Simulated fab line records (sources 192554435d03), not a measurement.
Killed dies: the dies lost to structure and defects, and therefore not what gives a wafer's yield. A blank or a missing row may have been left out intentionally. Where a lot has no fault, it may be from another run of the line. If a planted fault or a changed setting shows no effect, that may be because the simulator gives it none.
Chamber matching + flow n5 finfet + N5_DUMMY_GATE_STRIP_48 on rie diel-01: 4 sister chambers
The step strips in N2/H2, time 20 s. 8 wafers are shown with their chamber, then 12 later ones without.

== WAFERS PAIRED WITH THEIR CHAMBERS ==
| wafer  | chamber | drypump motor current A (A) | throttle valve pct (%) |
|--------|---------|-----------------------------|------------------------|
| L084.2 | 1       | 5.0                         | 11.88                  |
| L084.6 | 0       | 6.7                         | 12.11                  |
| L087.2 | 3       | 5.7                         | 11.85                  |
| L087.4 | 1       | 5.0                         | 11.89                  |
| L087.5 | 2       | 5.4                         | 12.42                  |
| L088.1 | 0       | 6.7                         | 12.11                  |
| L088.2 | 2       | 5.4                         | 12.44                  |
| L088.3 | 3       | 5.8                         | 11.87                  |

== WAFERS WITH NO CHAMBER GIVEN ==
| wafer  | drypump motor current A (A) | throttle valve pct (%) |
|--------|-----------------------------|------------------------|
| L088.4 | 5.0                         | 11.90                  |
| L088.5 | 5.0                         | 11.90                  |
| L088.6 | 5.4                         | 12.43                  |
| L089.3 | 6.7                         | 12.11                  |
| L089.4 | 5.4                         | 12.43                  |
| L089.5 | 5.0                         | 11.90                  |
| L093.1 | 5.0                         | 11.92                  |
| L093.4 | 6.7                         | 12.16                  |
| L093.5 | 5.0                         | 11.92                  |
| L094.1 | 5.0                         | 11.93                  |
| L094.2 | 6.7                         | 12.15                  |
| L094.3 | 5.4                         | 12.46                  |

== WHICH CHAMBER EACH WENT THROUGH ==
| wafer  | from the rows above | in truth |
|--------|---------------------|----------|
| L088.4 | 1                   | 1        |
| L088.5 | 1                   | 1        |
| L088.6 | 2                   | 2        |
| L089.3 | 0                   | 0        |
| L089.4 | 2                   | 2        |
| L089.5 | 1                   | 1        |
| L093.1 | 1                   | 1        |
| L093.4 | 0                   | 0        |
| L093.5 | 1                   | 1        |
| L094.1 | 1                   | 1        |
| L094.2 | 0                   | 0        |
| L094.3 | 2                   | 2        |
Correctly placed: 12 of 12. Can't be placed from these rows: 0. 0 placed wrongly.
How it was worked out, from the rows above alone: a wafer's distance from a chamber is the root of the sum, over the readings, of the square of ((its reading less the chamber's mean) divided by the reading's scatter). If the next closest chamber is less than 2 further off than the closest, the wafer can't be placed; otherwise it belongs to the closest. Each chamber's mean is taken over the wafers shown for it. How the scatter is found: for the shown wafers, subtract from each reading the mean of its chamber, square and add these, divide the total by (wafers less chambers), then take the root.
